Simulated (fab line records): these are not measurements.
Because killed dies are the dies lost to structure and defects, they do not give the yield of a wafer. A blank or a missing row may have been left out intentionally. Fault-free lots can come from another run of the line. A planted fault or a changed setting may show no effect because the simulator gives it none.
fab line records	flow nand-harc
record lots=24	wafers=72	last-day=33
route steps=1302 shown A_STAIRCASE@885 A_WL_FILL@975 A_CONTACT@1003
lots with no fault: from the same line, run without faults
start-h: the number of hours between the record's first day and the start of the first shown wafer of the lot	wait-h: time in hours since the lot's previous step	" identical to the entry in the row above	L1.1+2: several wafers, shown together as one row	- no value, or no start given	* or withheld: withheld	< > ~ a bound
route shown NAME@n: names a module that has steps shown in the file, with the first one's number in the route	usual: average and standard deviation across the fault-free wafers	same: alike in all rows	chamber/n: place in a boat	sites: per-site readings	_std_site: the values' standard deviation	_edge_site: inner sites' mean taken away from outer sites' mean	radius-mm: how far each site lies from the wafer's centre	mask NAME#n: copy n	behind: tool/chamber where the wafer was last shaped	hold: cause of the lot's hold/its duration in hours/its outcome	device: whichever transistor did not switch (one of n, p or np)	end of line: tests of these same wafers at the route's end	where a step has no rows: the recipe by itself	killed: count of dies lost to structure and defects at first sort (not the wafer's yield)	map: a wafer's dies, x killed, . not, _ none there
set.NAME: the setting as run; set.NAME@STEP: as run at that earlier step	model.NAME: the simulator's own value behind a step, which no gauge read
steps of the route over a sample of lots; a table a step, a row a wafer
services: a tool's chamber out of use, with start hour (start-h, from the record's first day; less than 0 if before it), hours out, and reason
## steps
# step NHARC_A_STAIRCASE_DEP_471
# recipe target-thk-a=1000	temp-c=400	pressure-torr=6.5	rf-w=900	teos-flow-sccm=161.4	flow-sccm=2650	target-thk-nm=100	gas=O2	material=SiO2
# usual heater-power-w=576/130	throttle-valve-pct=16.1/0.53
lot.wafer	tool	chamber	start-h	wait-h	heater-power-w	throttle-valve-pct
L074.1	pecvd-01	2	435.38	-	394	16.5
L074.6	"	1	"	"	701	16.2
L074.5	"	2	"	"	418	16.5
L077.1	pecvd-01	0	457.01	-	761	16.7
L077.2	"	1	"	"	721	16.3
L077.6	"	1	"	"	730	16.0
L075.1	pecvd-03	0	458.07	-	774	16.0
L075.3	"	1	"	"	502	15.6
L075.4	"	2	"	"	575	16.8
L078.2	pecvd-01	2	465.42	-	454	16.7
L078.5	"	2	"	"	455	16.5
L078.4	"	1	"	"	609	16.0
L076.3	pecvd-04	0	468.31	-	556	16.2
L076.1	"	1	"	"	336	15.5
L076.5	"	2	"	"	584	15.4
L080.1	pecvd-03	1	498.23	-	431	15.6
L080.4	"	1	"	"	436	15.6
L080.5	"	2	"	"	659	17.1
L079.3	pecvd-03	2	498.63	-	715	17.0
L079.6	"	2	"	"	717	16.8
L079.5	"	0	"	"	667	15.7
L081.3	pecvd-03	0	508.09	-	673	15.9
L081.4	"	1	"	"	418	16.0
L081.5	"	2	"	"	635	16.9
L082.1	pecvd-04	0	511.13	-	497	16.2
L082.3	"	1	"	"	303	15.9
L082.6	"	0	"	"	491	16.2
L085.3	pecvd-04	0	546.60	-	557	16.4
L085.5	"	1	"	"	346	15.4
L085.6	"	0	"	"	566	16.5
L083.1	pecvd-01	0	546.76	-	675	16.7
L083.5	"	2	"	"	503	16.3
L083.4	"	1	"	"	642	16.1
L086.2	pecvd-01	1	553.17	-	765	16.2
L086.5	"	0	"	"	779	16.8
L086.4	"	2	"	"	485	16.2
L084.3	pecvd-04	2	553.40	-	600	15.4
L084.4	"	0	"	"	574	16.6
L084.6	"	2	"	"	606	15.6
L087.2	pecvd-03	2	573.39	-	558	16.3
L087.6	"	0	"	"	593	15.6
L087.5	"	2	"	"	572	16.4
L091.2	pecvd-03	2	583.33	-	677	16.6
L091.3	"	1	"	"	410	15.4
L091.5	"	2	"	"	695	16.5
L088.6	pecvd-01	1	583.60	-	705	16.0
L088.5	"	2	"	"	457	16.2
L088.4	"	0	"	"	728	16.8
L090.2	pecvd-04	0	583.83	-	576	16.9
L090.4	"	2	"	"	494	15.8
L090.5	"	1	"	"	367	15.8
L089.6	pecvd-03	1	596.60	-	473	15.4
L089.5	"	2	"	"	621	16.7
L089.4	"	0	"	"	696	15.4
L092.3	pecvd-04	0	605.04	-	469	16.7
L092.5	"	2	"	"	512	15.7
L092.6	"	0	"	"	485	16.5
L093.1	pecvd-03	1	630.67	-	503	15.3
L093.6	"	1	"	"	513	15.5
L093.5	"	2	"	"	608	16.4
L096.3	pecvd-01	2	648.43	-	486	16.5
L096.2	"	1	"	"	723	16.1
L096.5	"	0	"	"	662	16.9
L094.2	pecvd-03	0	649.08	-	655	15.5
L094.6	"	2	"	"	623	16.9
L094.4	"	0	"	"	660	15.8
L095.3	pecvd-03	0	651.30	-	665	15.6
L095.6	"	1	"	"	486	15.1
L095.5	"	2	"	"	676	16.5
L097.3	pecvd-03	0	655.52	-	598	15.4
L097.2	"	1	"	"	409	15.3
L097.5	"	1	"	"	416	15.2
# step NHARC_A_WL_FILL_ALD_19
# recipe target-thk-a=20	pulse-time-s=3	ald-cycles=100	temp-c=450	material=TiN
# usual heater-power-w=1052/110	precursor-pulse-height-rel=1.001/0.019
lot.wafer	tool	chamber	start-h	wait-h	heater-power-w	precursor-pulse-height-rel
L074.1	ald-metal-01	2	483.42	0.1	940	1.030
L074.6	"	0	"	"	926	0.986
L074.5	"	1	"	"	1102	1.005
L075.1	ald-metal-02	2	501.08	0.1	1170	1.015
L075.3	"	3	"	"	1035	0.998
L075.4	"	0	"	"	1039	0.956
L077.1	ald-metal-01	2	501.10	0.1	929	0.990
L077.2	"	0	"	"	914	0.958
L077.6	"	1	"	"	1124	1.032
L078.2	ald-metal-02	3	513.08	0.1	1064	0.991
L078.4	"	2	"	"	1184	1.032
L078.5	"	0	"	"	1007	0.990
L076.1	ald-metal-04	2	513.10	0.1	1181	0.998
L076.3	"	3	"	"	1093	1.032
L076.5	"	2	"	"	1162	0.977
L080.1	ald-metal-01	3	548.89	0.1	1013	0.984
L080.4	"	0	"	"	873	1.004
L080.5	"	1	"	"	1109	0.994
L079.3	ald-metal-02	3	548.91	0.2	1022	1.022
L079.6	"	0	"	"	1006	0.989
L079.5	"	1	"	"	1071	1.043
L082.1	ald-metal-04	3	554.19	0.1	1130	0.963
L082.3	"	1	"	"	1192	1.020
L082.6	"	3	"	"	1126	0.990
L081.4	ald-metal-01	1	560.05	0.1	1100	1.018
L081.3	"	3	"	"	991	1.036
L081.5	"	0	"	"	883	0.985
L083.1	ald-metal-01	1	591.12	0.1	1102	1.012
L083.4	"	3	"	"	1021	1.041
L083.5	"	1	"	"	1071	0.996
L085.3	ald-metal-02	3	591.15	0.2	1062	0.999
L085.5	"	0	"	"	1025	1.008
L085.6	"	1	"	"	1049	1.006
L086.2	ald-metal-01	2	600.15	0.1	931	1.017
L086.4	"	0	"	"	884	0.985
L086.5	"	2	"	"	943	1.000
L084.3	ald-metal-04	0	600.18	0.1	1318	1.000
L084.4	"	1	"	"	1175	1.008
L084.6	"	3	"	"	1147	0.992
L087.2	ald-metal-01	3	618.02	0.2	1030	1.009
L087.5	"	0	"	"	884	1.008
L087.6	"	1	"	"	1116	1.004
L091.2	ald-metal-01	0	630.26	0.1	882	1.013
L091.3	"	1	"	"	1077	1.023
L091.5	"	3	"	"	1028	0.985
L088.5	ald-metal-04	2	630.30	0.2	1173	0.989
L088.6	"	0	"	"	1320	0.999
L088.4	"	1	"	"	1195	0.955
L090.4	ald-metal-01	2	633.44	0.1	931	1.023
L090.2	"	3	"	"	1013	0.998
L090.5	"	0	"	"	893	0.979
L089.4	ald-metal-02	0	644.02	0.1	1036	1.006
L089.6	"	3	"	"	944	0.984
L089.5	"	0	"	"	1046	1.014
L092.3	ald-metal-02	0	654.39	0.1	1058	0.999
L092.6	"	2	"	"	1292	1.011
L092.5	"	3	"	"	935	1.017
L093.1	ald-metal-01	0	680.93	0.1	887	1.011
L093.6	"	2	"	"	964	0.995
L093.5	"	3	"	"	1011	0.987
L096.3	ald-metal-02	0	693.03	0.1	1024	1.006
L096.2	"	2	"	"	1269	0.986
L096.5	"	0	"	"	1029	0.997
L094.2	ald-metal-01	1	693.04	0.1	1089	0.995
L094.4	"	3	"	"	1039	0.990
L094.6	"	2	"	"	914	0.999
L095.3	ald-metal-02	2	696.85	0.1	1282	1.004
L095.5	"	0	"	"	1039	1.001
L095.6	"	1	"	"	1054	1.031
L097.2	ald-metal-01	1	703.09	0.1	1119	0.985
L097.3	"	3	"	"	1007	1.019
L097.5	"	1	"	"	1100	0.972
# step NHARC_A_WL_FILL_CVD_20
# recipe target-thk-a=1000	temp-c=400	pressure-torr=40	wf6-flow-sccm=40	h2-flow-sccm=1600	ar-flow-sccm=1560	time-s=74	material=W
# usual heater-power-w=795/44	throttle-valve-pct=7.9/0.35
lot.wafer	tool	chamber	start-h	wait-h	heater-power-w	throttle-valve-pct
L074.1	cvd-w-01	1	-	-	824	8.4
L074.6	"	1	"	"	811	7.7
L074.5	"	0	"	"	820	8.5
L077.2	cvd-w-02	1	-	-	833	7.4
L077.1	"	0	"	"	729	8.1
L077.6	"	0	"	"	713	8.4
L075.1	cvd-w-01	0	-	-	822	8.2
L075.3	"	0	"	"	787	8.1
L075.4	"	1	"	"	816	7.8
L076.1	cvd-w-01	0	-	-	809	8.2
L076.3	"	0	"	"	815	8.0
L076.5	"	0	"	"	805	8.3
L078.2	cvd-w-02	0	-	-	733	8.4
L078.4	"	1	"	"	810	7.5
L078.5	"	1	"	"	803	7.3
L079.3	cvd-w-02	1	-	-	807	7.5
L079.5	"	0	"	"	722	8.4
L079.6	"	1	"	"	811	7.2
L080.1	cvd-w-02	1	-	-	806	7.5
L080.4	"	1	"	"	790	7.2
L080.5	"	1	"	"	824	7.4
L082.1	cvd-w-02	0	-	-	739	8.2
L082.3	"	1	"	"	812	7.3
L082.6	"	1	"	"	811	7.3
L081.3	cvd-w-01	0	-	-	869	7.9
L081.4	"	1	"	"	778	7.9
L081.5	"	0	"	"	838	7.9
L083.1	cvd-w-02	1	-	-	793	7.7
L083.4	"	1	"	"	804	7.3
L083.5	"	0	"	"	728	8.4
L085.3	cvd-w-01	0	-	-	843	7.7
L085.6	"	0	"	"	845	8.0
L085.5	"	1	"	"	801	7.7
L086.2	cvd-w-01	0	-	-	852	8.0
L086.4	"	1	"	"	790	7.7
L086.5	"	1	"	"	780	8.0
L084.3	cvd-w-02	1	-	-	815	7.3
L084.4	"	0	"	"	738	8.4
L084.6	"	1	"	"	803	7.3
L087.2	cvd-w-01	1	-	-	782	7.8
L087.6	"	1	"	"	789	8.0
L087.5	"	0	"	"	851	8.1
L091.2	cvd-w-02	0	-	-	721	8.5
L091.3	"	0	"	"	734	8.2
L091.5	"	0	"	"	730	8.5
L088.4	cvd-w-01	1	-	-	803	7.7
L088.6	"	0	"	"	858	8.1
L088.5	"	1	"	"	806	7.9
L090.2	cvd-w-01	0	-	-	872	8.2
L090.4	"	1	"	"	800	7.9
L090.5	"	1	"	"	799	7.9
L089.4	cvd-w-01	0	-	-	845	8.3
L089.6	"	0	"	"	850	8.2
L089.5	"	1	"	"	804	8.1
L092.3	cvd-w-02	1	-	-	791	7.6
L092.5	"	1	"	"	804	7.7
L092.6	"	0	"	"	704	7.8
L093.1	cvd-w-02	1	-	-	785	7.7
L093.5	"	1	"	"	786	7.8
L093.6	"	0	"	"	712	8.0
L094.2	cvd-w-02	1	-	-	783	7.8
L094.4	"	1	"	"	791	7.7
L094.6	"	1	"	"	797	7.4
L096.2	cvd-w-01	1	-	-	801	8.0
L096.3	"	0	"	"	864	8.1
L096.5	"	0	"	"	864	8.1
L095.3	cvd-w-01	1	-	-	778	8.0
L095.5	"	1	"	"	785	8.1
L095.6	"	0	"	"	827	8.3
L097.2	cvd-w-01	0	-	-	838	8.5
L097.3	"	1	"	"	788	8.0
L097.5	"	1	"	"	797	7.9
# step NHARC_A_CONTACT_ETCH_50
# recipe target-depth-a=1210	time-s=60.5	cf4-flow-sccm=100	chf3-flow-sccm=30	ar-flow-sccm=0	rf-w=500	bias-w=200	chemistry=CF4/CHF3
# usual drypump-motor-current-A=6.07/0.25	oes-product-au=0.953/0.022	rf-vpp-V=370.4/2	showerhead-plenum-p-Torr=1.57/0.054	throttle-valve-pct=16.801/0.0078
lot.wafer	tool	chamber	start-h	wait-h	drypump-motor-current-A	oes-product-au	rf-hours-counter-h	rf-vpp-V	showerhead-plenum-p-Torr	throttle-valve-pct
L074.1	rie-diel-12	3	-	-	5.86	0.962	12	374.5	1.68	16.790
L074.6	"	2	"	"	6.29	0.973	-	370.3	1.55	16.795
L074.5	"	3	"	"	5.84	0.964	-	374.4	1.68	16.798
L075.3	rie-diel-10	3	-	-	5.80	0.988	12	370.6	1.53	16.811
L075.4	"	1	"	"	5.68	0.954	9	370.3	1.55	16.796
L075.1	"	2	"	"	6.28	0.971	11	371.0	1.56	16.810
L077.2	rie-diel-10	2	-	-	6.26	0.967	12	370.6	1.56	16.810
L077.1	"	3	"	"	5.80	0.960	13	367.7	1.53	16.802
L077.6	"	2	"	"	6.25	0.976	-	368.7	1.56	16.794
L078.4	rie-diel-12	2	-	-	6.36	0.982	23	369.3	1.55	16.815
L078.2	"	0	"	"	6.21	0.961	20	369.5	1.52	16.809
L078.5	"	2	"	"	6.35	0.978	-	371.0	1.55	16.802
L076.1	rie-diel-10	1	-	-	5.66	0.963	14	370.2	1.54	16.802
L076.3	"	0	"	"	6.12	0.967	13	371.7	1.61	16.794
L076.5	"	2	"	"	6.26	0.952	-	368.5	1.56	16.801
L079.3	rie-diel-10	3	-	-	5.77	0.955	20	368.9	1.53	16.793
L079.6	"	0	"	"	6.18	0.964	-	370.5	1.61	16.814
L079.5	"	1	"	"	5.70	0.974	-	368.8	1.54	16.803
L080.4	rie-diel-12	1	-	-	6.24	0.924	37	375.0	1.69	16.818
L080.1	"	2	"	"	6.29	0.920	40	370.3	1.54	16.796
L080.5	"	2	"	"	6.30	0.927	-	369.0	1.54	16.789
L082.1	rie-diel-10	3	-	-	5.84	0.973	21	369.5	1.53	16.814
L082.3	"	2	"	"	6.27	0.958	22	369.8	1.55	16.809
L082.6	"	3	"	"	5.82	0.972	-	369.3	1.53	16.803
L081.4	rie-diel-10	2	-	-	6.24	0.962	23	369.0	1.55	16.803
L081.3	"	0	"	"	6.16	0.986	21	371.8	1.61	16.803
L081.5	"	3	"	"	5.82	0.986	-	369.7	1.53	16.800
L085.3	rie-diel-13	1	-	-	6.41	0.930	24	375.3	1.69	16.798
L085.6	"	3	"	"	6.63	0.921	-	366.3	1.49	16.793
L085.5	"	0	"	"	5.94	0.922	-	369.7	1.57	16.785
L083.4	rie-diel-13	3	-	-	6.58	0.908	27	367.1	1.49	16.801
L083.1	"	2	"	"	5.97	0.923	26	371.4	1.57	16.797
L083.5	"	3	"	"	6.60	0.907	-	366.9	1.49	16.805
L084.3	rie-diel-10	1	-	-	5.67	0.954	0	370.0	1.54	16.796
L084.4	"	3	"	"	5.81	0.947	0	369.5	1.53	16.810
L084.6	"	1	"	"	5.67	0.955	-	369.4	1.54	16.818
L086.2	rie-diel-13	0	-	-	5.97	0.914	31	370.7	1.57	16.800
L086.4	"	1	"	"	6.39	0.921	26	375.0	1.69	16.795
L086.5	"	3	"	"	6.63	0.909	-	368.5	1.49	16.814
L087.2	rie-diel-10	3	-	-	5.84	0.947	5	367.9	1.53	16.801
L087.6	"	3	"	"	5.82	0.963	-	368.4	1.53	16.799
L087.5	"	2	"	"	6.27	0.963	-	368.9	1.55	16.814
L091.2	rie-diel-12	3	-	-	5.87	0.950	1	374.5	1.67	16.808
L091.3	"	2	"	"	6.33	0.972	0	368.8	1.54	16.801
L091.5	"	3	"	"	5.90	0.957	-	373.1	1.67	16.806
L088.4	rie-diel-10	2	637.79	0.3	6.25	0.948	-	368.2	1.55	16.800
L088.6	"	2	"	"	6.26	0.951	-	370.2	1.55	16.798
L088.5	"	0	"	"	6.12	0.949	-	372.3	1.60	16.808
L090.2	rie-diel-10	2	644.25	0.5	6.27	0.937	10	370.8	1.55	16.800
L090.5	"	1	"	"	5.66	0.957	-	368.8	1.54	16.792
L090.4	"	0	"	"	6.18	0.937	-	371.6	1.60	16.802
L089.4	rie-diel-10	3	-	-	5.81	0.969	6	369.7	1.53	16.789
L089.5	"	3	"	"	5.80	0.970	-	367.8	1.53	16.810
L089.6	"	0	"	"	6.16	0.979	-	372.1	1.60	16.806
L092.3	rie-diel-10	1	-	-	5.67	0.974	8	368.6	1.54	16.794
L092.5	"	3	"	"	5.81	0.952	-	370.3	1.53	16.810
L092.6	"	0	"	"	6.12	0.955	-	370.5	1.60	16.798
L093.1	rie-diel-10	2	-	-	6.21	0.977	18	369.4	1.55	16.806
L093.5	"	3	"	"	5.80	0.966	-	370.1	1.53	16.790
L093.6	"	0	"	"	6.14	0.957	-	371.8	1.60	16.798
L094.4	rie-diel-10	1	-	-	5.69	0.959	14	369.6	1.54	16.808
L094.2	"	0	"	"	6.14	0.959	19	371.5	1.60	16.804
L094.6	"	2	"	"	6.22	0.967	-	370.4	1.55	16.787
L096.3	rie-diel-12	2	-	-	6.28	0.922	26	369.1	1.53	16.805
L096.2	"	3	"	"	5.85	0.907	26	373.2	1.66	16.799
L096.5	"	0	"	"	6.21	0.915	-	368.3	1.50	16.792
L095.3	rie-diel-10	0	-	-	6.14	0.924	20	371.1	1.60	16.805
L095.6	"	0	"	"	6.17	0.925	-	370.6	1.60	16.798
L095.5	"	1	"	"	5.66	0.916	-	368.6	1.54	16.809
L097.2	rie-diel-13	2	-	-	5.98	0.975	1	369.8	1.56	16.799
L097.3	"	3	"	"	6.60	0.974	1	367.3	1.49	16.795
L097.5	"	1	"	"	6.39	0.965	-	374.2	1.69	16.818
# step NHARC_A_CONTACT_ETCH_90
# recipe target-depth-a=400	over-etch-frac=0.5	time-s=85.7	ion-energy-ev=120	ch3f-flow-sccm=50	o2-flow-sccm=30	ar-flow-sccm=200	rf-w=500	bias-w=100	chemistry=CH3F/O2
# usual drypump-motor-current-A=6.08/0.23	oes-product-au=0.96/0.036	rf-vpp-V=244.3/1.4	showerhead-plenum-p-Torr=2.46/0.088	throttle-valve-pct=20.664/0.0085
lot.wafer	tool	chamber	start-h	wait-h	drypump-motor-current-A	oes-product-au	rf-hours-counter-h	rf-vpp-V	showerhead-plenum-p-Torr	throttle-valve-pct
L074.1	rie-diel-10	1	498.90	0.8	5.68	1.00	8	244.1	2.41	20.667
L074.5	"	3	"	"	5.82	1.00	-	245.1	2.40	20.671
L074.6	"	0	"	"	6.18	1.00	-	245.5	2.52	20.659
L075.1	rie-diel-10	1	512.83	0.9	5.65	0.92	12	243.4	2.41	20.674
L075.3	"	2	"	"	6.27	0.93	13	241.4	2.43	20.653
L075.4	"	3	"	"	5.81	0.92	13	245.2	2.40	20.676
L077.2	rie-diel-10	2	514.94	0.8	6.26	0.92	13	244.6	2.43	20.659
L077.1	"	1	"	"	5.69	0.92	12	243.7	2.41	20.653
L077.6	"	3	"	"	5.80	0.93	-	243.6	2.40	20.658
L078.2	rie-diel-12	0	524.72	0.9	6.22	0.92	22	240.7	2.37	20.667
L078.4	"	1	"	"	6.21	0.93	26	247.9	2.65	20.662
L078.5	"	1	"	"	6.24	0.92	-	247.0	2.65	20.658
L076.3	rie-diel-10	3	524.84	0.7	5.80	0.93	16	243.1	2.39	20.655
L076.1	"	1	"	"	5.65	0.92	15	243.3	2.41	20.667
L076.5	"	3	"	"	5.83	0.92	-	243.1	2.40	20.672
L079.3	rie-diel-10	3	560.40	0.8	5.81	0.94	20	244.7	2.39	20.665
L079.6	"	0	"	"	6.16	0.93	-	243.8	2.51	20.669
L079.5	"	1	"	"	5.69	0.93	-	244.3	2.41	20.665
L080.1	rie-diel-13	2	560.85	0.9	5.99	1.00	11	244.2	2.45	20.662
L080.4	"	0	"	"	5.97	1.01	-	244.2	2.46	20.676
L080.5	"	2	"	"	5.96	1.00	-	244.4	2.45	20.665
L082.3	rie-diel-13	0	570.30	0.6	5.99	0.99	13	244.8	2.46	20.661
L082.1	"	2	"	"	6.01	1.01	13	244.5	2.45	20.676
L082.6	"	0	"	"	5.99	1.01	-	244.3	2.46	20.683
L081.3	rie-diel-10	3	574.55	0.6	5.84	0.94	23	243.5	2.39	20.674
L081.4	"	2	"	"	6.21	0.94	25	243.4	2.43	20.664
L081.5	"	3	"	"	5.84	0.93	-	245.1	2.39	20.675
L085.3	rie-diel-10	2	606.48	0.7	6.26	0.99	0	243.1	2.42	20.664
L085.5	"	3	"	"	5.82	1.00	-	244.3	2.39	20.663
L085.6	"	0	"	"	6.18	1.00	-	244.6	2.51	20.670
L083.1	rie-diel-12	3	607.30	0.9	5.89	0.93	57	246.6	2.61	20.658
L083.4	"	0	"	"	6.20	0.93	52	242.9	2.35	20.686
L083.5	"	1	"	"	6.23	0.93	-	247.3	2.64	20.666
L084.4	rie-diel-13	0	611.78	0.7	5.96	1.01	32	244.4	2.45	20.670
L084.3	"	2	"	"	5.96	1.00	28	244.3	2.45	20.653
L084.6	"	1	"	"	6.38	0.99	-	247.1	2.65	20.660
L086.4	rie-diel-10	0	611.84	0.7	6.13	1.00	1	245.6	2.51	20.660
L086.2	"	2	"	"	6.23	1.00	2	245.7	2.42	20.670
L086.5	"	0	"	"	6.16	0.99	-	246.8	2.51	20.658
L087.2	rie-diel-12	0	632.82	0.9	6.19	1.00	0	242.2	2.35	20.654
L087.5	"	0	"	"	6.20	1.00	-	242.1	2.35	20.672
L087.6	"	1	"	"	6.24	0.98	-	246.0	2.64	20.662
L091.2	rie-diel-10	2	642.13	0.9	6.24	1.00	9	244.3	2.42	20.675
L091.3	"	2	"	"	6.22	1.00	-	244.0	2.42	20.662
L091.5	"	0	"	"	6.16	1.00	-	246.0	2.51	20.654
L088.4	rie-diel-10	0	643.30	1.1	6.19	0.93	-	246.2	2.51	20.664
L088.5	"	0	"	"	6.18	0.93	-	244.5	2.51	20.666
L088.6	"	2	"	"	6.26	0.94	-	244.8	2.42	20.666
L090.2	rie-diel-10	0	648.89	0.8	6.15	0.93	11	244.3	2.50	20.652
L090.4	"	2	"	"	6.23	0.92	-	243.6	2.42	20.665
L090.5	"	0	"	"	6.14	0.94	-	246.2	2.51	20.675
L089.4	rie-diel-12	0	655.67	0.6	6.21	0.99	9	242.9	2.35	20.661
L089.6	"	3	"	"	5.88	0.99	-	247.0	2.60	20.678
L089.5	"	0	"	"	6.20	1.00	-	242.6	2.35	20.672
L092.3	rie-diel-12	2	666.14	0.7	6.28	1.00	15	242.3	2.39	20.658
L092.6	"	0	"	"	6.19	1.01	-	243.8	2.35	20.650
L092.5	"	1	"	"	6.23	0.99	-	245.7	2.63	20.647
L093.1	rie-diel-10	2	693.83	0.9	6.23	0.93	19	243.7	2.42	20.671
L093.6	"	3	"	"	5.82	0.93	-	243.1	2.39	20.675
L093.5	"	0	"	"	6.15	0.93	-	246.0	2.50	20.658
L094.2	rie-diel-12	1	704.76	0.9	6.24	0.92	23	245.9	2.63	20.664
L094.4	"	3	"	"	5.89	0.93	27	246.1	2.60	20.657
L094.6	"	2	"	"	6.27	0.93	-	243.7	2.39	20.676
L096.2	rie-diel-12	1	706.81	0.8	6.26	0.93	23	246.2	2.63	20.667
L096.3	"	2	"	"	6.29	0.92	27	244.1	2.39	20.668
L096.5	"	3	"	"	5.87	0.92	-	247.3	2.60	20.670
L095.3	rie-diel-10	2	709.09	0.7	6.25	0.92	21	243.9	2.42	20.667
L095.6	"	3	"	"	5.78	0.93	-	244.7	2.38	20.636
L095.5	"	0	"	"	6.19	0.92	-	244.2	2.50	20.658
L097.3	rie-diel-10	0	714.58	0.7	6.17	1.00	23	244.5	2.50	20.658
L097.2	"	1	"	"	5.67	0.99	17	243.5	2.40	20.671
L097.5	"	3	"	"	5.84	1.01	-	244.8	2.38	20.655
# step NHARC_A_CONTACT_ETCH_130
# recipe source-w=withheld	pressure-mtorr=20	bias-v=3000	time-s=197	target-depth-a=19180	ar-flow-sccm=withheld	c4f8-flow-sccm=withheld	o2-flow-sccm=withheld	chemistry=C4F8/O2/Ar
lot.wafer	tool	chamber	start-h	wait-h	rf-hours-counter-h
L074.1	har-cap-etch-02	1	509.38	0.1	82
L074.5	"	0	"	"	-
L074.6	"	1	"	"	-
L075.1	har-cap-etch-03	1	520.77	0.1	49
L075.4	"	0	"	"	-
L075.3	"	1	"	"	-
L077.1	har-cap-etch-03	1	525.83	0.2	51
L077.2	"	0	"	"	51
L077.6	"	0	"	"	-
L078.2	har-cap-etch-01	1	532.56	0.1	5
L078.4	"	0	"	"	-
L078.5	"	0	"	"	-
L076.1	har-cap-etch-03	0	533.13	0.1	52
L076.3	"	1	"	"	-
L076.5	"	0	"	"	-
L079.3	har-cap-etch-01	0	573.67	0.1	-
L079.6	"	1	"	"	-
L079.5	"	0	"	"	-
L080.1	har-cap-etch-03	1	573.82	0.1	58
L080.4	"	1	"	"	-
L080.5	"	0	"	"	-
L082.1	har-cap-etch-03	0	582.32	0.1	60
L082.3	"	1	"	"	-
L082.6	"	0	"	"	-
L081.4	har-cap-etch-02	0	582.92	0.1	-
L081.3	"	1	"	"	-
L081.5	"	1	"	"	-
L085.3	har-cap-etch-01	0	617.00	0.1	-
L085.6	"	1	"	"	-
L085.5	"	0	"	"	-
L083.1	har-cap-etch-03	1	618.86	0.1	65
L083.4	"	0	"	"	-
L083.5	"	0	"	"	-
L084.3	har-cap-etch-02	0	620.28	0.1	-
L084.4	"	1	"	"	-
L084.6	"	0	"	"	-
L086.2	har-cap-etch-01	1	622.02	0.1	18
L086.4	"	0	"	"	-
L086.5	"	0	"	"	-
L087.2	har-cap-etch-02	0	640.74	0.1	109
L087.6	"	0	"	"	-
L087.5	"	1	"	"	-
L091.2	har-cap-etch-01	0	650.39	0.1	24
L091.3	"	0	"	"	-
L091.5	"	1	"	"	-
L088.4	har-cap-etch-03	0	653.99	0.1	-
L088.6	"	0	"	"	-
L088.5	"	1	"	"	-
L090.2	har-cap-etch-01	1	657.28	0.1	26
L090.4	"	1	"	"	-
L090.5	"	0	"	"	-
L089.4	har-cap-etch-02	1	668.86	0.1	-
L089.6	"	0	"	"	-
L089.5	"	1	"	"	-
L092.3	har-cap-etch-01	0	676.21	0.1	-
L092.5	"	0	"	"	-
L092.6	"	1	"	"	-
L093.1	har-cap-etch-02	0	703.39	0.1	120
L093.5	"	1	"	"	-
L093.6	"	0	"	"	-
L094.2	har-cap-etch-02	0	715.63	0.2	124
L094.4	"	0	"	"	-
L094.6	"	0	"	"	-
L096.2	har-cap-etch-03	1	718.61	0.1	84
L096.3	"	1	"	"	-
L096.5	"	0	"	"	-
L095.3	har-cap-etch-01	0	719.80	0.1	-
L095.6	"	1	"	"	-
L095.5	"	0	"	"	-
L097.2	har-cap-etch-03	1	723.98	0.1	86
L097.3	"	1	"	"	-
L097.5	"	0	"	"	-
## services
tool	chamber	start-h	hours	kind
rie-diel-10	-	419.72	9.0	pm
ald-metal-02	-	432.00	10.0	pm
rie-diel-12	-	446.18	9.0	pm
cvd-w-02	-	450.72	13.0	pm
rie-diel-12	-	488.80	1.9	repair
har-cap-etch-01	-	498.41	17.0	pm
pecvd-03	2	505.17	1.9	repair
rie-diel-12	2	505.50	4.2	repair
ald-metal-01	-	526.00	10.0	pm
ald-metal-02	-	531.05	1.6	repair
pecvd-03	-	547.00	13.0	pm
cvd-w-01	-	547.24	13.0	pm
ald-metal-02	1	552.04	30.8	repair
ald-metal-01	1	566.40	3.6	repair
rie-diel-10	-	596.72	9.0	pm
rie-diel-12	-	623.18	9.0	pm
rie-diel-10	1	624.97	18.9	repair
cvd-w-02	-	632.46	13.0	pm
rie-diel-10	3	634.00	16.1	repair
ald-metal-01	-	643.16	1.5	repair
cvd-w-02	1	661.89	2.7	repair
rie-diel-12	0	685.69	1.4	repair
ald-metal-01	-	704.00	10.0	pm
pecvd-03	1	708.17	8.9	repair
## key
fault none
